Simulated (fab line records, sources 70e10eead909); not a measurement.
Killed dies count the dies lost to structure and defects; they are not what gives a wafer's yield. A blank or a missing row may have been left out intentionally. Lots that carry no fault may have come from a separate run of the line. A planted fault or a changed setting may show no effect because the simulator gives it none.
fab line records -- flow nand-harc -- part 1 of 2: steps 1 to 17 of 26
record lots=5, wafers=15, last-day=30
route steps=1302 shown A_STAIRCASE@693
lots with no fault: from the same line, run without faults
start-h: the number of hours between the record's first day and the start of the first shown wafer of the lot -- wait-h: hours since the lot's step before -- " identical to the entry in the row above -- L1.1+2: a row that stands for several wafers -- - no value, or no start was given -- * or withheld: withheld -- < > ~ a bound
route shown NAME@n: names a module that has steps shown in the file, with the first one's number in the route -- usual: mean/standard deviation of fault-free wafers -- same: alike in all rows -- chamber/n: place in a boat -- sites: readings site by site -- _std_site: their standard deviation -- _edge_site: inner sites' mean taken away from outer sites' mean -- radius-mm: for every site, how far away it sits from the centre of the wafer -- mask NAME#n: copy n -- behind: the last tool/chamber to shape the wafer -- hold: why the lot went on hold/how many hours it stayed there/how the hold came to an end -- device: which transistor (n, p or np) failed to switch -- end of line: tests run on the same wafers once the route is complete -- where a step has no rows: the recipe by itself -- killed: the dies lost at the first sort to structure and to defects; this is not the yield of the wafer -- map: a wafer's dies, marking killed ones x, the rest . and places with no die _
set.NAME: the setting that was run; set.NAME@STEP: the one run at that earlier step -- model.NAME: the simulator's own value behind a step, which no gauge read
lots at some steps of the route; a table a step, a row a wafer
services: when a tool's chamber went out of use (start-h, in hours from the record's first day, below 0 if earlier), for how many hours, and the reason
## steps
# step NHARC_A_STAIRCASE_SOFTBAKE_179
# recipe temp-c=135, time-s=170
# usual chill-plate-temp-C=22.99/0.11
lot.wafer,tool,chamber,start-h,wait-h,chill-plate-temp-C
L076.3,litho-track-07,0,-,-,23.02
L076.4,litho-track-07,0,-,-,22.86
L076.6,litho-track-07,0,-,-,22.94
L078.2,litho-track-07,0,-,-,22.96
L078.4,litho-track-07,0,-,-,23.07
L078.6,litho-track-07,0,-,-,23.01
L083.1,litho-track-07,0,-,-,23.00
L083.3,litho-track-07,0,-,-,22.90
L083.5,litho-track-07,0,-,-,22.93
L086.1,litho-track-02,0,-,-,22.82
L086.2,litho-track-02,0,-,-,22.95
L086.4,litho-track-02,0,-,-,22.97
L090.2,litho-track-07,0,-,-,23.00
L090.4,litho-track-07,0,-,-,23.00
L090.6,litho-track-07,0,-,-,23.06
# step NHARC_A_STAIRCASE_EBR_180
# usual chill-plate-temp-C=23.00/0.1
lot.wafer,tool,chamber,start-h,wait-h,chill-plate-temp-C
L076.3,litho-track-07,0,-,-,22.90
L076.4,litho-track-07,0,-,-,23.09
L076.6,litho-track-07,0,-,-,22.73
L078.2,litho-track-07,0,-,-,23.20
L078.4,litho-track-07,0,-,-,23.19
L078.6,litho-track-07,0,-,-,23.04
L083.1,litho-track-07,0,-,-,23.15
L083.3,litho-track-07,0,-,-,23.00
L083.5,litho-track-07,0,-,-,23.00
L086.1,litho-track-02,0,-,-,23.07
L086.2,litho-track-02,0,-,-,22.77
L086.4,litho-track-02,0,-,-,22.93
L090.2,litho-track-07,0,-,-,22.96
L090.4,litho-track-07,0,-,-,23.01
L090.6,litho-track-07,0,-,-,22.89
# step NHARC_A_STAIRCASE_EXPOSE_181
# recipe na=0.5, dose-mj=27.87, mask-id=STAIR_2
# usual reticle-temp-C=23.00/0.1
# same na=0.5
lot.wafer,tool,chamber,start-h,wait-h,mask,reticle-temp-C
L076.3,krf-scanner-03,0,378.54,-,STAIR_2#0,22.93
L076.4,krf-scanner-03,0,378.54,-,STAIR_2#0,22.99
L076.6,krf-scanner-03,0,378.54,-,STAIR_2#0,23.10
L078.2,krf-scanner-03,0,393.97,-,STAIR_2#0,22.86
L078.4,krf-scanner-03,0,393.97,-,STAIR_2#0,22.91
L078.6,krf-scanner-03,0,393.97,-,STAIR_2#0,23.03
L083.1,krf-scanner-02,0,455.94,-,STAIR_2#0,23.03
L083.3,krf-scanner-02,0,455.94,-,STAIR_2#0,23.04
L083.5,krf-scanner-02,0,455.94,-,STAIR_2#0,22.96
L086.1,krf-scanner-04,0,476.07,-,STAIR_2#0,22.98
L086.2,krf-scanner-04,0,476.07,-,STAIR_2#0,22.98
L086.4,krf-scanner-04,0,476.07,-,STAIR_2#0,22.73
L090.2,krf-scanner-02,0,510.05,-,STAIR_2#0,22.83
L090.4,krf-scanner-02,0,510.05,-,STAIR_2#0,22.76
L090.6,krf-scanner-02,0,510.05,-,STAIR_2#0,22.97
# step NHARC_A_STAIRCASE_PEB_182
# recipe peb-temp-c=115, peb-time-s=130
# usual chill-plate-temp-C=23.01/0.11
lot.wafer,tool,chamber,start-h,wait-h,chill-plate-temp-C
L076.3,litho-track-07,0,378.60,0.1,23.15
L076.4,litho-track-07,0,378.60,0.1,23.07
L076.6,litho-track-07,0,378.60,0.1,23.18
L078.2,litho-track-07,0,394.03,0.1,23.06
L078.4,litho-track-07,0,394.03,0.1,22.96
L078.6,litho-track-07,0,394.03,0.1,22.91
L083.1,litho-track-02,0,456.00,0.1,22.94
L083.3,litho-track-02,0,456.00,0.1,22.95
L083.5,litho-track-02,0,456.00,0.1,22.97
L086.1,litho-track-07,0,476.13,0.1,23.11
L086.2,litho-track-07,0,476.13,0.1,22.87
L086.4,litho-track-07,0,476.13,0.1,23.05
L090.2,litho-track-02,0,510.11,0.1,22.91
L090.4,litho-track-02,0,510.11,0.1,23.03
L090.6,litho-track-02,0,510.11,0.1,23.12
# step NHARC_A_STAIRCASE_DEVELOP_183
# recipe time-s=140
# usual chill-plate-temp-C=23.02/0.091
lot.wafer,tool,chamber,start-h,wait-h,chill-plate-temp-C
L076.3,litho-track-07,0,-,-,22.94
L076.4,litho-track-07,0,-,-,23.03
L076.6,litho-track-07,0,-,-,23.14
L078.2,litho-track-07,0,-,-,23.12
L078.4,litho-track-07,0,-,-,23.19
L078.6,litho-track-07,0,-,-,23.06
L083.1,litho-track-02,0,-,-,23.14
L083.3,litho-track-02,0,-,-,23.08
L083.5,litho-track-02,0,-,-,23.06
L086.1,litho-track-07,0,-,-,22.93
L086.2,litho-track-07,0,-,-,23.00
L086.4,litho-track-07,0,-,-,23.00
L090.2,litho-track-02,0,-,-,22.97
L090.4,litho-track-02,0,-,-,23.01
L090.6,litho-track-02,0,-,-,23.06
# step NHARC_A_STAIRCASE_HARDBAKE_185
# recipe temp-c=120, time-s=140
# usual chill-plate-temp-C=22.98/0.12
lot.wafer,tool,chamber,start-h,wait-h,chill-plate-temp-C
L076.3,litho-track-03,0,378.83,-,22.93
L076.4,litho-track-03,0,378.83,-,22.89
L076.6,litho-track-03,0,378.83,-,22.92
L078.2,litho-track-03,0,394.26,-,22.91
L078.4,litho-track-03,0,394.26,-,22.82
L078.6,litho-track-03,0,394.26,-,22.96
L083.1,litho-track-07,0,456.22,-,22.96
L083.3,litho-track-07,0,456.22,-,23.24
L083.5,litho-track-07,0,456.22,-,23.31
L086.1,litho-track-03,0,476.35,-,23.07
L086.2,litho-track-03,0,476.35,-,22.88
L086.4,litho-track-03,0,476.35,-,22.86
L090.2,litho-track-03,0,510.34,-,22.96
L090.4,litho-track-03,0,510.34,-,23.00
L090.6,litho-track-03,0,510.34,-,23.05
# step NHARC_A_STAIRCASE_DESCUM_186
# recipe time-s=3, o2-flow-sccm=200, ar-flow-sccm=0, bias-power-w=0, chemistry=O2
# usual drypump-motor-current-A=5.8/0.32, oes-product-au=1.004/0.011, rf-vpp-V=57.8/0.92, showerhead-plenum-p-Torr=1.91/0.11, throttle-valve-pct=11.311/0.0089
lot.wafer,tool,chamber,start-h,wait-h,drypump-motor-current-A,oes-product-au,rf-hours-counter-h,rf-vpp-V,showerhead-plenum-p-Torr,throttle-valve-pct
L076.3,rie-diel-06,0,378.91,-,5.6,1.004,24,57.7,1.84,11.323
L076.4,rie-diel-06,2,378.91,-,5.0,1.011,22,58.9,2.05,11.318
L076.6,rie-diel-06,1,378.91,-,5.7,1.012,-,56.2,1.92,11.326
L078.2,rie-diel-06,2,394.36,-,5.0,1.010,26,58.8,2.05,11.337
L078.4,rie-diel-06,3,394.36,-,5.9,1.018,24,58.9,1.85,11.305
L078.6,rie-diel-06,0,394.36,-,5.6,1.011,-,57.5,1.84,11.308
L083.1,rie-diel-01,2,456.33,-,5.7,1.012,19,58.8,1.77,11.307
L083.3,rie-diel-01,3,456.33,-,5.8,1.017,22,58.4,2.05,11.316
L083.5,rie-diel-01,1,456.33,-,6.4,1.003,-,57.2,1.80,11.314
L086.1,rie-diel-12,3,476.44,-,5.8,1.004,6,59.0,2.07,11.310
L086.2,rie-diel-12,0,476.44,-,5.9,0.989,7,59.3,2.05,11.328
L086.4,rie-diel-12,2,476.44,-,6.3,1.015,6,57.7,1.82,11.302
L090.4,rie-diel-06,3,510.44,-,5.9,0.989,1,57.7,1.84,11.315
L090.2,rie-diel-06,1,510.44,-,5.7,0.981,8,56.5,1.90,11.330
L090.6,rie-diel-06,2,510.44,-,5.0,1.003,-,59.1,2.04,11.325
# step NHARC_A_STAIRCASE_TRIM_187
# recipe time-s=211.2, o2-flow-sccm=500, ar-flow-sccm=0, bias-w=0, chemistry=O2
# usual drypump-motor-current-A=5.8/0.34, oes-product-au=1.003/0.011, rf-vpp-V=57.8/0.89, showerhead-plenum-p-Torr=3.52/0.18, throttle-valve-pct=17.035/0.0083
lot.wafer,tool,chamber,start-h,wait-h,drypump-motor-current-A,oes-product-au,rf-hours-counter-h,rf-vpp-V,showerhead-plenum-p-Torr,throttle-valve-pct
L076.3,rie-diel-06,3,379.00,0.1,5.9,0.992,20,57.2,3.42,17.031
L076.4,rie-diel-06,1,379.00,0.1,5.7,1.008,12,58.5,3.53,17.036
L076.6,rie-diel-06,3,379.00,0.1,5.9,0.998,-,57.8,3.42,17.032
L078.4,rie-diel-06,2,394.43,0.1,5.0,0.986,26,58.1,3.76,17.050
L078.2,rie-diel-06,0,394.43,0.1,5.6,0.993,29,57.8,3.40,17.042
L078.6,rie-diel-06,2,394.43,0.1,5.0,1.007,-,58.7,3.76,17.034
L083.1,rie-diel-01,3,456.40,0.1,5.8,1.015,22,58.0,3.77,17.033
L083.3,rie-diel-01,2,456.40,0.1,5.7,1.009,19,57.7,3.28,17.033
L083.5,rie-diel-01,0,456.40,0.1,5.4,1.004,-,58.9,3.55,17.035
L086.2,rie-diel-12,2,476.54,0.1,6.2,1.026,6,58.9,3.38,17.030
L086.4,rie-diel-12,3,476.54,0.1,5.8,1.008,6,58.0,3.80,17.033
L086.1,rie-diel-12,0,476.54,0.1,5.9,1.001,7,57.9,3.77,17.026
L090.2,rie-diel-06,2,510.51,0.1,5.0,0.999,8,57.1,3.74,17.036
L090.4,rie-diel-06,0,510.51,0.1,5.6,1.015,8,57.5,3.38,17.046
L090.6,rie-diel-06,3,510.51,0.1,5.9,0.982,-,56.2,3.40,17.030
# step NHARC_A_STAIRCASE_ETCH_188
# recipe target-depth-a=1000, time-s=40.5, ion-energy-ev=400, c4f8-flow-sccm=20, o2-flow-sccm=10, ar-flow-sccm=withheld, rf-w=600, bias-w=1000, chemistry=C4F8/O2
# usual oes-product-au=0.947/0.014, rf-vpp-V=896/7
lot.wafer,tool,chamber,start-h,wait-h,oes-product-au,rf-hours-counter-h,rf-vpp-V
L076.4,rie-diel-06,2,-,-,0.980,22,902
L076.3,rie-diel-06,0,-,-,0.944,25,891
L076.6,rie-diel-06,3,-,-,0.953,-,891
L078.4,rie-diel-06,3,-,-,0.957,24,890
L078.2,rie-diel-06,0,-,-,0.948,29,892
L078.6,rie-diel-06,1,-,-,0.938,-,896
L083.3,rie-diel-01,0,-,-,0.935,25,898
L083.1,rie-diel-01,1,-,-,0.957,23,889
L083.5,rie-diel-01,2,-,-,0.967,-,886
L086.1,rie-diel-12,3,-,-,0.975,7,905
L086.2,rie-diel-12,0,-,-,0.951,7,903
L086.4,rie-diel-12,2,-,-,0.958,6,889
L090.2,rie-diel-06,2,-,-,0.934,8,904
L090.4,rie-diel-06,3,-,-,0.936,1,891
L090.6,rie-diel-06,2,-,-,0.938,-,903
# step NHARC_A_STAIRCASE_TRIM_189
# recipe time-s=211.2, o2-flow-sccm=500, ar-flow-sccm=0, bias-w=0, chemistry=O2
# usual drypump-motor-current-A=5.8/0.32, oes-product-au=1.004/0.011, rf-vpp-V=57.8/0.83, showerhead-plenum-p-Torr=3.54/0.19, throttle-valve-pct=17.037/0.0091
lot.wafer,tool,chamber,start-h,wait-h,drypump-motor-current-A,oes-product-au,rf-hours-counter-h,rf-vpp-V,showerhead-plenum-p-Torr,throttle-valve-pct
L076.4,rie-diel-06,2,-,-,5.0,1.007,22,58.5,3.76,17.047
L076.3,rie-diel-06,1,-,-,5.7,1.000,12,57.6,3.53,17.043
L076.6,rie-diel-06,2,-,-,5.0,1.008,-,58.3,3.76,17.049
L078.4,rie-diel-06,1,-,-,5.7,1.005,16,56.7,3.53,17.036
L078.2,rie-diel-06,3,-,-,5.9,1.000,24,57.2,3.42,17.036
L078.6,rie-diel-06,1,-,-,5.7,1.004,-,57.9,3.53,17.038
L083.1,rie-diel-01,0,-,-,5.4,0.996,25,58.6,3.55,17.033
L083.3,rie-diel-01,1,-,-,6.4,1.015,23,59.1,3.33,17.027
L083.5,rie-diel-01,2,-,-,5.7,1.018,-,57.5,3.28,17.038
L086.4,rie-diel-12,0,-,-,5.9,0.990,7,57.2,3.77,17.050
L086.2,rie-diel-12,1,-,-,5.8,0.976,6,57.4,3.64,17.024
L086.1,rie-diel-12,2,-,-,6.3,1.012,6,57.5,3.38,17.034
L090.4,rie-diel-06,1,-,-,5.7,0.995,8,58.8,3.51,17.062
L090.2,rie-diel-06,3,-,-,5.9,0.999,1,57.3,3.40,17.028
L090.6,rie-diel-06,2,-,-,5.1,1.007,-,58.8,3.74,17.036
# step NHARC_A_STAIRCASE_ETCH_190
# recipe target-depth-a=1000, time-s=40.5, ion-energy-ev=400, c4f8-flow-sccm=20, o2-flow-sccm=10, ar-flow-sccm=withheld, rf-w=600, bias-w=1000, chemistry=C4F8/O2
# usual oes-product-au=0.947/0.012, rf-vpp-V=896/7
lot.wafer,tool,chamber,start-h,wait-h,oes-product-au,rf-hours-counter-h,rf-vpp-V
L076.3,rie-diel-06,3,-,-,0.948,20,892
L076.4,rie-diel-06,1,-,-,0.948,12,897
L076.6,rie-diel-06,2,-,-,0.954,-,904
L078.2,rie-diel-06,2,-,-,0.948,26,904
L078.4,rie-diel-06,3,-,-,0.958,24,893
L078.6,rie-diel-06,2,-,-,0.957,-,904
L083.1,rie-diel-01,3,-,-,0.952,22,904
L083.3,rie-diel-01,1,-,-,0.945,23,888
L083.5,rie-diel-01,0,-,-,0.933,-,897
L086.4,rie-diel-12,2,-,-,0.969,6,890
L086.1,rie-diel-12,3,-,-,0.967,7,906
L086.2,rie-diel-12,1,-,-,0.933,6,900
L090.4,rie-diel-06,3,-,-,0.933,1,891
L090.2,rie-diel-06,2,-,-,0.951,8,904
L090.6,rie-diel-06,3,-,-,0.927,-,892
# step NHARC_A_STAIRCASE_TRIM_191
# recipe time-s=211.2, o2-flow-sccm=500, ar-flow-sccm=0, bias-w=0, chemistry=O2
# usual drypump-motor-current-A=5.8/0.31, oes-product-au=1.004/0.011, rf-vpp-V=57.8/0.88, showerhead-plenum-p-Torr=3.53/0.19, throttle-valve-pct=17.038/0.0087
lot.wafer,tool,chamber,start-h,wait-h,drypump-motor-current-A,oes-product-au,rf-hours-counter-h,rf-vpp-V,showerhead-plenum-p-Torr,throttle-valve-pct
L076.3,rie-diel-06,3,-,-,5.9,1.009,20,57.1,3.42,17.044
L076.4,rie-diel-06,0,-,-,5.6,1.002,25,58.1,3.40,17.042
L076.6,rie-diel-06,3,-,-,5.9,1.014,-,57.1,3.42,17.022
L078.2,rie-diel-06,0,-,-,5.6,1.006,29,57.5,3.40,17.059
L078.4,rie-diel-06,2,-,-,5.0,1.007,26,57.0,3.76,17.025
L078.6,rie-diel-06,0,-,-,5.6,1.001,-,58.3,3.40,17.043
L083.3,rie-diel-01,1,-,-,6.4,1.023,23,58.8,3.33,17.022
L083.1,rie-diel-01,3,-,-,5.8,1.015,22,57.7,3.77,17.039
L083.5,rie-diel-01,0,-,-,5.4,1.003,-,58.5,3.55,17.058
L086.1,rie-diel-12,1,-,-,5.8,0.985,6,58.4,3.64,17.053
L086.4,rie-diel-12,3,-,-,5.8,1.021,7,59.1,3.80,17.031
L086.2,rie-diel-12,0,-,-,5.9,0.997,8,58.1,3.77,17.031
L090.2,rie-diel-06,2,-,-,5.1,1.004,8,57.5,3.74,17.037
L090.4,rie-diel-06,0,-,-,5.6,1.007,8,57.2,3.38,17.038
L090.6,rie-diel-06,2,-,-,5.0,0.996,-,58.8,3.74,17.047
# step NHARC_A_STAIRCASE_ETCH_192
# recipe target-depth-a=1000, time-s=40.5, ion-energy-ev=400, c4f8-flow-sccm=20, o2-flow-sccm=10, ar-flow-sccm=withheld, rf-w=600, bias-w=1000, chemistry=C4F8/O2
# usual oes-product-au=0.944/0.011, rf-vpp-V=896/6.6
lot.wafer,tool,chamber,start-h,wait-h,oes-product-au,rf-hours-counter-h,rf-vpp-V
L076.4,rie-diel-06,0,-,-,0.945,25,892
L076.3,rie-diel-06,1,-,-,0.949,12,896
L076.6,rie-diel-06,0,-,-,0.940,-,891
L078.4,rie-diel-06,0,-,-,0.946,29,892
L078.2,rie-diel-06,1,-,-,0.948,16,895
L078.6,rie-diel-06,0,-,-,0.944,-,891
L083.3,rie-diel-01,0,-,-,0.941,25,896
L083.1,rie-diel-01,1,-,-,0.945,24,889
L083.5,rie-diel-01,0,-,-,0.936,-,896
L086.4,rie-diel-12,0,-,-,0.948,8,904
L086.1,rie-diel-12,1,-,-,0.924,6,900
L086.2,rie-diel-12,3,-,-,0.970,7,906
L090.2,rie-diel-06,0,-,-,0.955,8,889
L090.4,rie-diel-06,3,-,-,0.937,1,891
L090.6,rie-diel-06,0,-,-,0.960,-,891
# step NHARC_A_STAIRCASE_TRIM_193
# recipe time-s=211.2, o2-flow-sccm=500, ar-flow-sccm=0, bias-w=0, chemistry=O2
# usual drypump-motor-current-A=5.8/0.33, oes-product-au=1.004/0.011, rf-vpp-V=57.8/0.93, showerhead-plenum-p-Torr=3.53/0.19, throttle-valve-pct=17.037/0.0087
lot.wafer,tool,chamber,start-h,wait-h,drypump-motor-current-A,oes-product-au,rf-hours-counter-h,rf-vpp-V,showerhead-plenum-p-Torr,throttle-valve-pct
L076.4,rie-diel-06,0,-,-,5.6,1.009,25,57.7,3.40,17.020
L076.3,rie-diel-06,1,-,-,5.7,1.010,12,57.9,3.53,17.037
L076.6,rie-diel-06,2,-,-,5.0,1.010,-,57.1,3.76,17.036
L078.2,rie-diel-06,0,-,-,5.6,0.998,29,57.3,3.40,17.051
L078.4,rie-diel-06,2,-,-,5.0,1.001,26,58.0,3.76,17.044
L078.6,rie-diel-06,1,-,-,5.7,1.008,-,59.1,3.53,17.039
L083.1,rie-diel-01,3,-,-,5.8,1.029,22,59.2,3.77,17.038
L083.3,rie-diel-01,0,-,-,5.4,0.987,25,57.6,3.55,17.049
L083.5,rie-diel-01,0,-,-,5.4,1.001,-,58.6,3.55,17.028
L086.2,rie-diel-12,2,-,-,6.2,1.002,7,56.2,3.38,17.021
L086.4,rie-diel-12,0,-,-,5.9,0.993,8,58.0,3.77,17.039
L086.1,rie-diel-12,1,-,-,5.8,0.977,6,59.6,3.64,17.046
L090.4,rie-diel-06,0,-,-,5.6,1.006,9,57.2,3.38,17.034
L090.2,rie-diel-06,1,-,-,5.7,0.984,9,58.9,3.51,17.037
L090.6,rie-diel-06,2,-,-,5.0,1.007,-,57.8,3.74,17.031
# step NHARC_A_STAIRCASE_ETCH_194
# recipe target-depth-a=1000, time-s=40.5, ion-energy-ev=400, c4f8-flow-sccm=20, o2-flow-sccm=10, ar-flow-sccm=withheld, rf-w=600, bias-w=1000, chemistry=C4F8/O2
# usual oes-product-au=0.946/0.013, rf-vpp-V=896/6.9
lot.wafer,tool,chamber,start-h,wait-h,oes-product-au,rf-hours-counter-h,rf-vpp-V
L076.3,rie-diel-06,2,-,-,0.947,23,905
L076.4,rie-diel-06,0,-,-,0.951,25,891
L076.6,rie-diel-06,2,-,-,0.943,-,906
L078.2,rie-diel-06,3,-,-,0.967,24,892
L078.4,rie-diel-06,0,-,-,0.943,29,892
L078.6,rie-diel-06,3,-,-,0.960,-,894
L083.3,rie-diel-01,1,-,-,0.954,24,890
L083.1,rie-diel-01,3,-,-,0.955,23,907
L083.5,rie-diel-01,2,-,-,0.957,-,886
L086.2,rie-diel-12,1,-,-,0.932,6,900
L086.4,rie-diel-12,2,-,-,0.957,7,889
L086.1,rie-diel-12,0,-,-,0.941,8,906
L090.2,rie-diel-06,3,-,-,0.929,1,893
L090.4,rie-diel-06,0,-,-,0.953,9,889
L090.6,rie-diel-06,1,-,-,0.931,-,894
# step NHARC_A_STAIRCASE_TRIM_196
# recipe time-s=211.2, o2-flow-sccm=500, ar-flow-sccm=0, bias-w=0, chemistry=O2
# usual drypump-motor-current-A=5.8/0.31, oes-product-au=1.003/0.012, rf-vpp-V=57.8/0.98, showerhead-plenum-p-Torr=3.52/0.19, throttle-valve-pct=17.036/0.0095
lot.wafer,tool,chamber,start-h,wait-h,drypump-motor-current-A,oes-product-au,rf-hours-counter-h,rf-vpp-V,showerhead-plenum-p-Torr,throttle-valve-pct
L076.3,rie-diel-12,1,380.02,0.1,5.8,0.989,47,58.5,3.65,17.057
L076.4,rie-diel-12,0,380.02,0.1,5.9,0.991,39,59.3,3.79,17.047
L076.6,rie-diel-12,1,380.02,0.1,5.8,0.994,-,58.2,3.65,17.024
L078.2,rie-diel-12,0,395.49,0.1,5.9,0.983,44,58.1,3.78,17.041
L078.4,rie-diel-12,1,395.49,0.1,5.8,0.977,52,58.6,3.65,17.042
L078.6,rie-diel-12,3,395.49,0.1,5.8,1.002,-,55.9,3.28,17.038
L083.1,rie-diel-01,0,457.47,0.1,5.4,1.004,25,57.1,3.55,17.030
L083.3,rie-diel-01,1,457.47,0.1,6.3,1.014,24,58.4,3.33,17.032
L083.5,rie-diel-01,3,457.47,0.1,5.8,1.010,-,58.5,3.77,17.050
L086.1,rie-diel-12,2,477.55,0.1,6.3,1.015,7,56.8,3.38,17.025
L086.2,rie-diel-12,3,477.55,0.1,5.8,1.015,7,59.7,3.80,17.051
L086.4,rie-diel-12,1,477.55,0.1,5.8,0.991,6,57.6,3.64,17.031
L090.2,rie-diel-01,2,511.67,0.1,5.7,1.021,40,55.8,3.27,17.041
L090.4,rie-diel-01,3,511.67,0.1,5.8,1.017,-,58.1,3.76,17.047
L090.6,rie-diel-01,2,511.67,0.1,5.7,1.002,-,57.6,3.27,17.017
# step NHARC_A_STAIRCASE_ETCH_197
# recipe target-depth-a=1000, time-s=40.5, ion-energy-ev=400, c4f8-flow-sccm=20, o2-flow-sccm=10, ar-flow-sccm=withheld, rf-w=600, bias-w=1000, chemistry=C4F8/O2
# usual oes-product-au=0.953/0.016, rf-vpp-V=895/7.3
lot.wafer,tool,chamber,start-h,wait-h,oes-product-au,rf-hours-counter-h,rf-vpp-V
L076.4,rie-diel-12,1,-,-,0.928,47,901
L076.3,rie-diel-12,2,-,-,0.944,49,892
L076.6,rie-diel-12,0,-,-,0.962,-,906
L078.4,rie-diel-12,3,-,-,0.959,45,886
L078.2,rie-diel-12,0,-,-,0.971,44,906
L078.6,rie-diel-12,1,-,-,0.966,-,900
L083.1,rie-diel-01,2,-,-,0.953,20,887
L083.3,rie-diel-01,0,-,-,0.941,25,896
L083.5,rie-diel-01,1,-,-,0.964,-,888
L086.4,rie-diel-12,3,-,-,0.954,7,906
L086.2,rie-diel-12,0,-,-,0.937,8,905
L086.1,rie-diel-12,1,-,-,0.930,6,899
L090.2,rie-diel-01,3,512.01,0.3,0.940,40,905
L090.4,rie-diel-01,3,512.01,0.3,0.948,-,904
L090.6,rie-diel-01,3,512.01,0.3,0.937,-,903
